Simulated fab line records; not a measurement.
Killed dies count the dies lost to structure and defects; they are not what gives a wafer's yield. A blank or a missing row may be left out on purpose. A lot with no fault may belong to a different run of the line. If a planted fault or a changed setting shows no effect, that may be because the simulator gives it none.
fab line records ; flow nand-harc
record lots=7; wafers=21; last-day=24
route steps=1159 shown P_BONDPAD@356 END@1159
lots with no fault: from the same line, run without faults
start-h: the number of hours between the record's first day and the start of the first shown wafer of the lot ; wait-h: time in hours since the lot's previous step ; " repeats the value in the row above ; L1.1+2: a single row standing in for several wafers ; - no value, or no start given ; * or withheld: withheld ; < > ~ a bound
route shown NAME@n: names a module that has steps shown in the file, with the first one's number in the route ; usual: the fault-free wafers' mean and standard deviation ; same: alike in all rows ; chamber/n: place in a boat ; sites: the reading at each site ; _std_site: standard deviation of those values ; _edge_site: inner sites' mean taken away from outer sites' mean ; radius-mm: how far each site lies from the wafer's centre ; mask NAME#n: copy n ; behind: the last tool/chamber to shape the wafer ; hold: cause of the lot's hold/its duration in hours/its outcome ; device: the transistor (n, p or np) that didn't switch ; end of line: at the end of the route, the tests of the same wafers ; a step with no rows: only its recipe ; killed: dies lost to structure and defects at the first sort, not the wafer's yield ; map: per-die view of a wafer (x killed, . not killed, _ where there is no die)
set.NAME: the setting the step ran with; set.NAME@STEP: the setting that earlier step ran with ; model.NAME: the simulator's own value behind a step, which no gauge read
lots seen at some steps along the route; tables by step, rows by wafer
services: a tool's chamber out of use, with start hour (start-h, from the record's first day; less than 0 if before it), hours out, and reason
## steps
# step NHARC_P_BONDPAD_HMDS_02
# recipe time-s=30
# step NHARC_P_BONDPAD_COAT_36
# recipe temp-c=200; time-s=65
# step NHARC_P_BONDPAD_COAT_03
# recipe spin-rpm=2000; resist-thk-nm=600
# step NHARC_P_BONDPAD_SOFTBAKE_04
# recipe temp-c=125; time-s=70
# step NHARC_P_BONDPAD_EBR_05
# step NHARC_P_BONDPAD_EXPOSE_06
# recipe na=0.55; dose-mj=37.06; mask-id=P_BPAD
# step NHARC_P_BONDPAD_PEB_07
# recipe peb-temp-c=128; peb-time-s=80
# step NHARC_P_BONDPAD_DEVELOP_08
# recipe time-s=50; dev-temp-c=22
# step NHARC_P_BONDPAD_CD_MEAS_09
# recipe target-cd-nm=500; landing-energy-ev=500
# usual cd-nm=499.4/2.4
lot.wafer;tool;chamber;start-h;wait-h;cd-nm
L983.1;cd-sem-02;0;145.18;-;497.3
L983.3;cd-sem-02;0;145.18;-;499.8
L983.5;cd-sem-02;0;145.18;-;500.0
L985.2;cd-sem-01;0;146.53;-;498.3
L985.5;cd-sem-01;0;146.53;-;495.2
L985.6;cd-sem-01;0;146.53;-;494.7
L997.2;cd-sem-01;0;229.10;-;500.9
L997.4;cd-sem-01;0;229.10;-;501.0
L997.5;cd-sem-01;0;229.10;-;503.1
L998.2;cd-sem-02;0;230.28;-;502.6
L998.5;cd-sem-02;0;230.28;-;499.4
L998.6;cd-sem-02;0;230.28;-;498.9
L999.2;cd-sem-03;0;241.00;-;500.2
L999.4;cd-sem-03;0;241.00;-;498.4
L999.5;cd-sem-03;0;241.00;-;500.7
L101.2;cd-sem-02;0;250.97;-;498.0
L101.4;cd-sem-02;0;250.97;-;499.4
L101.6;cd-sem-02;0;250.97;-;500.0
L103.2;cd-sem-03;0;257.16;-;498.0
L103.3;cd-sem-03;0;257.16;-;498.5
L103.4;cd-sem-03;0;257.16;-;498.1
# step NHARC_P_BONDPAD_OVL_MEAS_38
# usual overlay-x-nm=1/7.5; overlay-y-nm=0/6.3
lot.wafer;tool;chamber;start-h;wait-h;overlay-x-nm;overlay-y-nm
L983.1;overlay-01;-;145.27;-;-14;4
L983.3;overlay-01;-;145.27;-;-14;5
L983.5;overlay-01;-;145.27;-;-14;4
L985.2;overlay-01;-;146.63;-;7;2
L985.5;overlay-01;-;146.63;-;6;2
L985.6;overlay-01;-;146.63;-;6;3
L997.2;overlay-02;-;229.19;-;5;6
L997.4;overlay-02;-;229.19;-;5;5
L997.5;overlay-02;-;229.19;-;5;5
L998.2;overlay-02;-;230.37;-;-4;7
L998.5;overlay-02;-;230.37;-;-4;7
L998.6;overlay-02;-;230.37;-;-4;8
L999.2;overlay-01;-;241.09;-;5;5
L999.4;overlay-01;-;241.09;-;6;5
L999.5;overlay-01;-;241.09;-;6;5
L101.2;overlay-02;-;251.05;-;8;4
L101.4;overlay-02;-;251.05;-;8;4
L101.6;overlay-02;-;251.05;-;8;4
L103.2;overlay-01;-;257.24;-;13;-7
L103.3;overlay-01;-;257.24;-;14;-8
L103.4;overlay-01;-;257.24;-;13;-7
# step NHARC_P_BONDPAD_HARDBAKE_10
# recipe temp-c=118; time-s=65
# step NHARC_P_BONDPAD_DESCUM_11
# recipe time-s=3; o2-flow-sccm=200; ar-flow-sccm=0; bias-power-w=0; chemistry=O2
# usual drypump-motor-current-A=5.96/0.29; oes-product-au=1.005/0.01; rf-vpp-V=57.8/0.85; showerhead-plenum-p-Torr=1.95/0.072; throttle-valve-pct=11.311/0.01
lot.wafer;tool;chamber;start-h;wait-h;drypump-motor-current-A;oes-product-au;rf-hours-counter-h;rf-vpp-V;showerhead-plenum-p-Torr;throttle-valve-pct
L983.3;rie-diel-08;1;145.40;-;6.35;0.988;1;59.5;1.99;11.305
L983.1;rie-diel-08;3;145.40;-;5.67;0.997;1;56.0;1.84;11.305
L983.5;rie-diel-08;1;145.40;-;6.34;0.991;-;59.4;1.99;11.322
L985.2;rie-diel-08;3;146.76;-;5.59;1.009;1;57.9;1.84;11.314
L985.5;rie-diel-08;2;146.76;-;5.97;1.025;-;58.0;2.03;11.313
L985.6;rie-diel-08;3;146.76;-;5.64;1.016;-;56.6;1.84;11.314
L997.2;rie-diel-08;1;229.32;-;6.33;0.993;8;59.2;1.99;11.334
L997.4;rie-diel-08;2;229.32;-;5.97;1.006;9;57.5;2.02;11.311
L997.5;rie-diel-08;1;229.32;-;6.33;0.998;-;58.6;1.99;11.312
L998.2;rie-diel-08;1;230.52;-;6.34;1.013;9;57.4;1.99;11.304
L998.6;rie-diel-08;2;230.52;-;5.98;1.004;-;58.9;2.02;11.311
L998.5;rie-diel-08;3;230.52;-;5.65;1.004;-;58.0;1.84;11.307
L999.4;rie-diel-08;3;241.21;-;5.64;1.003;10;57.3;1.84;11.297
L999.2;rie-diel-08;1;241.21;-;6.33;1.007;10;56.7;1.99;11.308
L999.5;rie-diel-08;0;241.21;-;5.88;0.999;-;58.5;1.90;11.316
L101.4;rie-diel-07;2;251.18;-;6.04;1.001;5;57.7;2.05;11.314
L101.2;rie-diel-07;0;251.18;-;6.29;1.011;6;57.3;2.01;11.311
L101.6;rie-diel-07;3;251.18;-;5.45;0.983;-;57.8;2.01;11.310
L103.2;rie-diel-07;0;257.37;-;6.30;1.010;9;57.8;2.01;11.316
L103.3;rie-diel-07;1;257.37;-;5.42;1.024;9;57.5;1.90;11.309
L103.4;rie-diel-07;2;257.37;-;6.02;1.006;9;58.3;2.05;11.319
# step NHARC_P_BONDPAD_ETCH_37
# recipe target-depth-a=600; overetch-a=180; time-s=65.91; ion-energy-ev=200; n2-flow-sccm=150; h2-flow-sccm=150; ar-flow-sccm=0; rf-w=400; bias-w=150; chemistry=N2/H2
# usual drypump-motor-current-A=5.98/0.28; oes-product-au=1.005/0.0094; rf-vpp-V=431.6/2.2; showerhead-plenum-p-Torr=2.08/0.078; throttle-valve-pct=14.172/0.0095
lot.wafer;tool;chamber;start-h;wait-h;drypump-motor-current-A;oes-product-au;rf-hours-counter-h;rf-vpp-V;showerhead-plenum-p-Torr;throttle-valve-pct
L983.3;rie-diel-08;3;145.49;0.1;5.67;0.998;1;428.4;1.96;14.181
L983.1;rie-diel-08;0;145.49;0.1;5.89;0.991;1;430.6;2.03;14.181
L983.5;rie-diel-08;2;145.49;0.1;5.95;1.012;-;434.7;2.16;14.182
L985.2;rie-diel-08;1;146.85;0.1;6.35;0.986;1;431.5;2.12;14.174
L985.6;rie-diel-08;0;146.85;0.1;5.96;1.008;-;430.1;2.03;14.152
L985.5;rie-diel-08;1;146.85;0.1;6.33;1.000;-;433.3;2.12;14.163
L997.2;rie-diel-08;2;229.40;0.1;5.97;0.848;9;435.0;2.16;14.170
L997.4;rie-diel-08;3;229.40;0.1;5.64;0.842;9;428.5;1.96;14.162
L997.5;rie-diel-08;1;229.40;0.1;6.33;0.837;-;432.4;2.12;14.173
L998.2;rie-diel-08;3;230.60;0.1;5.61;0.835;9;428.9;1.96;14.183
L998.5;rie-diel-08;0;230.60;0.1;5.90;0.838;-;430.3;2.03;14.176
L998.6;rie-diel-08;1;230.60;0.1;6.32;0.839;-;432.3;2.12;14.166
L999.2;rie-diel-08;0;241.31;0.1;5.90;0.835;10;429.7;2.03;14.189
L999.4;rie-diel-08;1;241.31;0.1;6.34;0.834;10;433.3;2.12;14.173
L999.5;rie-diel-08;3;241.31;0.1;5.66;0.844;-;427.6;1.96;14.173
L101.2;rie-diel-07;3;251.27;0.1;5.46;0.987;6;432.6;2.14;14.173
L101.4;rie-diel-07;0;251.27;0.1;6.30;1.008;6;434.3;2.14;14.173
L101.6;rie-diel-07;2;251.27;0.1;6.04;1.009;-;434.5;2.19;14.154
L103.4;rie-diel-07;2;257.69;0.3;6.04;1.000;9;434.7;2.19;14.180
L103.2;rie-diel-07;3;257.69;0.3;5.49;0.992;9;433.1;2.14;14.179
L103.3;rie-diel-07;0;257.69;0.3;6.29;1.007;9;433.3;2.14;14.189
# step NHARC_P_BONDPAD_ETCH_12
# recipe target-depth-a=2000; time-s=100; chf3-flow-sccm=50; o2-flow-sccm=10; ar-flow-sccm=200; rf-w=500; bias-w=200; chemistry=CHF3/O2
# usual drypump-motor-current-A=5.97/0.28; oes-product-au=0.949/0.024; rf-vpp-V=371.4/2.1; showerhead-plenum-p-Torr=2.44/0.085; throttle-valve-pct=20.573/0.0083
lot.wafer;tool;chamber;start-h;wait-h;drypump-motor-current-A;oes-product-au;rf-hours-counter-h;rf-vpp-V;showerhead-plenum-p-Torr;throttle-valve-pct
L983.3;rie-diel-08;2;-;-;5.98;0.975;1;373.5;2.54;20.571
L983.1;rie-diel-08;0;-;-;5.92;0.993;1;370.7;2.39;20.579
L983.5;rie-diel-08;1;-;-;6.32;0.948;-;372.5;2.49;20.580
L985.2;rie-diel-08;3;-;-;5.64;0.970;1;368.1;2.32;20.581
L985.5;rie-diel-08;0;-;-;5.89;0.986;-;369.9;2.39;20.573
L985.6;rie-diel-08;1;-;-;6.33;0.970;-;372.4;2.49;20.575
L997.2;rie-diel-08;3;-;-;5.64;0.929;9;368.4;2.32;20.579
L997.4;rie-diel-08;0;-;-;5.90;0.922;9;370.1;2.39;20.576
L997.5;rie-diel-08;0;-;-;5.90;0.929;-;371.3;2.39;20.575
L998.2;rie-diel-08;3;-;-;5.69;0.935;9;368.2;2.32;20.556
L998.5;rie-diel-08;3;-;-;5.66;0.937;-;369.4;2.32;20.564
L998.6;rie-diel-08;0;-;-;5.94;0.941;-;370.6;2.39;20.577
L999.4;rie-diel-08;2;-;-;5.95;0.977;10;373.7;2.53;20.569
L999.2;rie-diel-08;3;-;-;5.60;0.959;10;368.1;2.32;20.582
L999.5;rie-diel-08;1;-;-;6.34;0.984;-;373.1;2.49;20.566
L101.2;rie-diel-07;0;-;-;6.30;0.978;6;372.7;2.51;20.579
L101.4;rie-diel-07;2;-;-;6.06;0.957;5;372.8;2.57;20.567
L101.6;rie-diel-07;0;-;-;6.29;0.980;-;374.3;2.51;20.581
L103.2;rie-diel-07;2;-;-;6.01;0.945;9;372.9;2.57;20.574
L103.3;rie-diel-07;3;-;-;5.44;0.932;9;375.5;2.51;20.574
L103.4;rie-diel-07;1;-;-;5.42;0.954;9;370.0;2.38;20.569
# step NHARC_END_SORT_01
# recipe temp-c=25
# usual defect-limited-yield=95.6/1.4; killed-at-array=26/9; killed-at-other=0.8/1.2; killed-at-periphery=3.2/2.3; killed-dies=30/9.1; killed-open=3.5/2; killed-short=1.8/1.4; sort_bin_2_pct=1.4/0.59; sort_bin_3_pct=0.25/0.22; sort_bin_4_pct=2.8/0.91; sort-n-pass=647/9.1; sort-rim-yield-pct=95.4/3; sort-yield-pct=95.6/1.4
# same gross-dies=677; sort_bin_5_pct[%]=0; sort_bin_6_pct[%]=0; sort_bin_7_pct[%]=0; sort_bin_8_pct[%]=0; sort-rim-n-gross=106.00
lot.wafer;tool;chamber;start-h;wait-h;defect-limited-yield[%];killed-at-array;killed-at-other;killed-at-periphery;killed-dies;killed-open;killed-short;sort_bin_2_pct[%];sort_bin_3_pct[%];sort_bin_4_pct[%];sort-n-pass;sort-rim-yield-pct[%];sort-yield-pct[%]
L983.1;prober-02;0;454.59;2.5;95.3;28;1;3;32;1;3;1.9;0.30;2.5;645;96.2;95.3
L983.3;prober-02;0;456.19;3.1;95.6;25;1;4;30;7;2;1.9;0;2.5;647;97.2;95.6
L983.5;prober-02;0;457.78;3.7;96.8;20;0;2;22;0;2;0.7;0.30;2.2;655;99.1;96.8
L985.2;prober-02;0;463.13;2.8;97.6;16;0;0;16;3;0;1.0;0;1.3;661;97.2;97.6
L985.5;prober-02;0;465.51;3.7;95.7;25;2;2;29;6;3;1.6;0.59;2.1;648;97.2;95.7
L985.6;prober-02;0;466.31;4.0;96.8;20;1;1;22;5;2;1.0;0.30;1.9;655;93.4;96.8
L997.2;prober-01;0;531.67;2.8;96.5;21;2;1;24;2;2;1.0;0;2.5;653;93.4;96.5
L997.4;prober-01;0;533.28;3.4;95.4;24;7;0;31;6;2;1.3;0.15;3.1;646;93.4;95.4
L997.5;prober-01;0;534.09;3.7;94.4;35;1;2;38;7;2;1.6;0;4.0;639;86.8;94.4
L998.2;prober-01;0;543.56;2.8;94.5;35;2;0;37;3;2;2.7;0;2.8;640;97.2;94.5
L998.5;prober-01;0;545.97;3.7;94.2;34;2;3;39;2;0;1.3;0.59;3.8;638;97.2;94.2
L998.6;prober-01;0;546.77;4.0;93.6;39;1;3;43;3;3;1.8;1.03;3.5;634;95.3;93.6
L999.2;prober-02;0;551.33;2.8;93.8;31;0;11;42;3;0;1.8;0.30;4.1;635;98.1;93.8
L999.4;prober-02;0;552.94;3.4;95.4;25;0;6;31;2;1;1.9;0.15;2.5;646;97.2;95.4
L999.5;prober-02;0;553.74;3.7;94.2;34;0;5;39;5;1;1.5;0.15;4.1;638;99.1;94.2
L101.2;prober-01;0;565.05;2.8;96.9;20;0;1;21;2;2;1.0;0.15;1.9;656;97.2;96.9
L101.4;prober-01;0;566.67;3.4;98.2;7;1;4;12;1;1;0.3;0.15;1.3;665;100.0;98.2
L101.6;prober-01;0;568.29;4.0;97.0;17;0;3;20;6;3;0.9;0.15;1.9;657;93.4;97.0
L103.2;prober-02;0;565.07;2.8;97.5;11;0;6;17;4;2;0.4;0.30;1.8;660;95.3;97.5
L103.3;prober-02;0;565.86;3.1;96.8;16;0;6;22;3;0;1.0;0;2.2;655;96.2;96.8
L103.4;prober-02;0;566.65;3.4;96.0;23;0;4;27;3;3;0.9;0.15;3.0;650;93.4;96.0
# killed by level:class
L983.1 A_CHANNEL_HOLE_D1:chamber-film-flake=13 A_CONTACT:chamber-film-flake=4 A_ZERO_WELL:chamber-film-flake=3 A_CHANNEL_FILL_D1:chamber-film-flake=3 A_WL_FILL:geometric-particle:short=2 A_STAIRCASE:chamber-film-flake=2 P_M0:geometric-particle:short=1 P_M1:geometric-particle:open=1
L983.3 A_CHANNEL_HOLE_D1:chamber-film-flake=12 A_CONTACT:geometric-particle:open=2 P_STI:chamber-film-flake=2 A_STAIRCASE:chamber-film-flake=2 A_CONTACT:chamber-film-flake=2 P_GATE:geometric-particle:open=1 P_M0:geometric-particle:short=1 A_SGD_CUT:geometric-particle:open=1
L983.5 A_CHANNEL_HOLE_D1:chamber-film-flake=13 A_CONTACT:chamber-film-flake=3 A_STAIRCASE:chamber-film-flake=2 P_STI:geometric-particle:short=1 A_SLIT:geometric-particle:short=1 P_BONDPAD:chamber-film-flake=1 A_WL_FILL:chamber-film-flake=1
L985.2 A_STAIRCASE:chamber-film-flake=5 A_SLIT:chamber-film-flake=5 A_CHANNEL_HOLE_D1:chamber-film-flake=2 A_WL_FILL:geometric-particle:open=1 A_CONTACT:geometric-particle:open=1 A_BLC:geometric-particle:open=1 A_CONTACT:chamber-film-flake=1
L985.5 A_SLIT:chamber-film-flake=6 A_STAIRCASE:chamber-film-flake=5 A_CONTACT:chamber-film-flake=3 A_CHANNEL_HOLE_D1:chamber-film-flake=2 P_CONTACT:geometric-particle:open=1 A_ONON_D1:geometric-particle:short=1 A_ONON_D1:geometric-particle:open=1 A_CHANNEL_FILL_D1:geometric-particle:open=1
L985.6 A_SLIT:chamber-film-flake=7 A_STAIRCASE:chamber-film-flake=5 A_CONTACT:geometric-particle:open=2 A_CHANNEL_HOLE_D1:chamber-film-flake=2 A_ONON_D1:geometric-particle:short=1 A_WL_FILL:geometric-particle:open=1 A_BLC:geometric-particle:short=1 A_M1:geometric-particle:open=1
L997.2 A_SLIT:chamber-film-flake=12 A_CHANNEL_HOLE_D1:chamber-film-flake=4 THIN_TSV:chamber-film-flake=2 P_CONTACT:geometric-particle:open=1 A_SGD_CUT:geometric-particle:short=1 A_WL_FILL:geometric-particle:short=1 A_WL_FILL:geometric-particle:open=1 A_CHANNEL_FILL_D1:chamber-film-flake=1
L997.4 A_SLIT:chamber-film-flake=9 THIN_TSV:chamber-film-flake=7 A_CHANNEL_HOLE_D1:chamber-film-flake=4 A_BLC:geometric-particle:open=3 A_ONON_D1:geometric-particle:open=1 A_CHANNEL_FILL_D1:geometric-particle:short=1 A_CHANNEL_FILL_D1:geometric-particle:open=1 A_CONTACT:geometric-particle:open=1
L997.5 A_SLIT:chamber-film-flake=15 A_STAIRCASE:chamber-film-flake=5 A_CONTACT:chamber-film-flake=3 A_CHANNEL_HOLE_D1:chamber-film-flake=3 A_CHANNEL_FILL_D1:chamber-film-flake=2 P_CONTACT:geometric-particle:short=1 P_M0:geometric-particle:open=1 A_ONON_D1:geometric-particle:open=1
L998.2 A_CHANNEL_HOLE_D1:chamber-film-flake=22 A_CONTACT:chamber-film-flake=4 A_CONTACT:geometric-particle:open=3 A_STAIRCASE:chamber-film-flake=3 THIN_TSV:chamber-film-flake=2 A_ONON_D1:geometric-particle:short=1 A_SGD_CUT:geometric-particle:short=1 A_M0:chamber-film-flake=1
L998.5 A_CHANNEL_HOLE_D1:chamber-film-flake=20 A_CONTACT:chamber-film-flake=6 A_STAIRCASE:chamber-film-flake=5 P_STI:chamber-film-flake=2 THIN_TSV:chamber-film-flake=2 P_GATE:geometric-particle:open=1 A_CONTACT:geometric-particle:open=1 A_WL_FILL:chamber-film-flake=1
L998.6 A_CHANNEL_HOLE_D1:chamber-film-flake=20 A_CONTACT:chamber-film-flake=9 A_STAIRCASE:chamber-film-flake=4 A_CONTACT:geometric-particle:short=2 P_STI:chamber-film-flake=2 A_ONON_D1:geometric-particle:short=1 A_CONTACT:geometric-particle:open=1 A_BLC:geometric-particle:open=1
L999.2 A_CHANNEL_HOLE_D1:chamber-film-flake=22 A_CONTACT:chamber-film-flake=5 P_ZERO_WELL:chamber-film-flake=4 P_STI:chamber-film-flake=3 A_M0:chamber-film-flake=2 P_CONTACT:geometric-particle:open=1 P_M0:geometric-particle:open=1 A_CHANNEL_FILL_D1:geometric-particle:open=1
L999.4 A_CHANNEL_HOLE_D1:chamber-film-flake=18 A_CONTACT:chamber-film-flake=3 A_CONTACT:geometric-particle:open=2 P_ZERO_WELL:chamber-film-flake=2 P_CONTACT:chamber-film-flake=2 P_M1:chamber-film-flake=2 A_M0:geometric-particle:short=1 A_M0:chamber-film-flake=1
L999.5 A_CHANNEL_HOLE_D1:chamber-film-flake=22 A_CONTACT:chamber-film-flake=5 A_CHANNEL_FILL_D1:geometric-particle:open=2 P_M1:geometric-particle:open=1 A_ONON_D1:geometric-particle:open=1 A_CHANNEL_HOLE_D1:geometric-particle:open=1 A_CHANNEL_FILL_D1:geometric-particle:short=1 P_ZERO_WELL:chamber-film-flake=1
L101.2 A_CONTACT:chamber-film-flake=8 A_CHANNEL_HOLE_D1:chamber-film-flake=5 A_BONDPAD:chamber-film-flake=2 P_M0:geometric-particle:short=1 A_SOURCE_PLATE:geometric-particle:open=1 A_M0:geometric-particle:short=1 A_M1:geometric-particle:open=1 A_STAIRCASE:chamber-film-flake=1
L103.2 A_CHANNEL_HOLE_D1:chamber-film-flake=5 P_CONTACT:geometric-particle:open=2 A_CHANNEL_FILL_D1:geometric-particle:open=2 P_ZERO_WELL:chamber-film-flake=2 A_CONTACT:chamber-film-flake=2 P_STI:geometric-particle:short=1 A_WL_FILL:geometric-particle:short=1 P_STI:chamber-film-flake=1
L103.3 A_CHANNEL_HOLE_D1:chamber-film-flake=7 P_STI:chamber-film-flake=3 A_CONTACT:chamber-film-flake=3 A_ZERO_WELL:chamber-film-flake=2 P_CONTACT:geometric-particle:open=1 A_CHANNEL_FILL_D1:geometric-particle:open=1 A_WL_FILL:geometric-particle:open=1 P_ZERO_WELL:chamber-film-flake=1
L103.4 A_CONTACT:chamber-film-flake=6 A_CHANNEL_HOLE_D1:chamber-film-flake=5 A_STAIRCASE:chamber-film-flake=5 P_CONTACT:geometric-particle:open=2 A_WL_FILL:geometric-particle:short=2 A_SLIT:chamber-film-flake=2 A_CHANNEL_HOLE_D1:geometric-particle:short=1 A_CONTACT:geometric-particle:open=1
L101.4 A_CONTACT:chamber-film-flake=4 P_GATE:chamber-film-flake=2 P_M0:geometric-particle:short=1 A_CONTACT:geometric-particle:open=1 P_ZERO_WELL:chamber-film-flake=1 A_CHANNEL_HOLE_D1:chamber-film-flake=1 A_WL_FILL:chamber-film-flake=1 THIN_TSV:chamber-film-flake=1
L101.6 A_CHANNEL_HOLE_D1:chamber-film-flake=7 A_WL_FILL:geometric-particle:short=2 A_CONTACT:geometric-particle:open=2 A_M0:geometric-particle:open=2 P_CONTACT:geometric-particle:open=1 P_M0:geometric-particle:open=1 A_CHANNEL_FILL_D1:geometric-particle:short=1 P_GATE:chamber-film-flake=1
## services
tool;chamber;start-h;hours;kind
rie-diel-08;-;124.80;9.0;pm
rie-diel-08;0;124.80;9.0;vent-cycle
rie-diel-08;1;124.80;12.7;vent-cycle
rie-diel-08;2;124.80;9.0;vent-cycle
rie-diel-08;3;124.80;9.0;vent-cycle
rie-diel-08;0;133.80;-;clean
rie-diel-08;2;133.80;-;clean
rie-diel-08;3;133.80;-;clean
rie-diel-08;0;158.30;-;clean
rie-diel-08;1;158.30;-;clean
rie-diel-08;2;158.30;-;clean
rie-diel-08;3;158.30;-;clean
rie-diel-07;2;162.71;6.0;repair
rie-diel-08;0;182.80;-;clean
rie-diel-08;1;182.80;-;clean
rie-diel-08;2;182.80;-;clean
rie-diel-08;3;182.80;-;clean
rie-diel-08;0;207.42;-;clean
rie-diel-08;1;207.42;-;clean
rie-diel-08;2;207.42;-;clean
rie-diel-08;3;207.42;-;clean
rie-diel-07;1;209.74;2.7;repair
rie-diel-07;-;228.23;9.0;pm
rie-diel-08;0;231.92;-;clean
## key
first-sign step=NHARC_P_BONDPAD_ETCH_37; reading=oes-product-au; direction=down; sigmas=18; usual=1.005; struck=0.839
effect none on later readings
met-at NHARC_P_BONDPAD_ETCH_37
struck-wafers L997.2,L997.4,L997.5,L998.2,L998.5,L998.6,L999.2,L999.4,L999.5
onset-between 146.85 229.40
fault kind=process-parameter-drift; tool=rie-diel-08; chamber=-; onset-h=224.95; steps=NHARC_P_BONDPAD_ETCH_37; channel=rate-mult; offset=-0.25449; shape=step; end-h=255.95
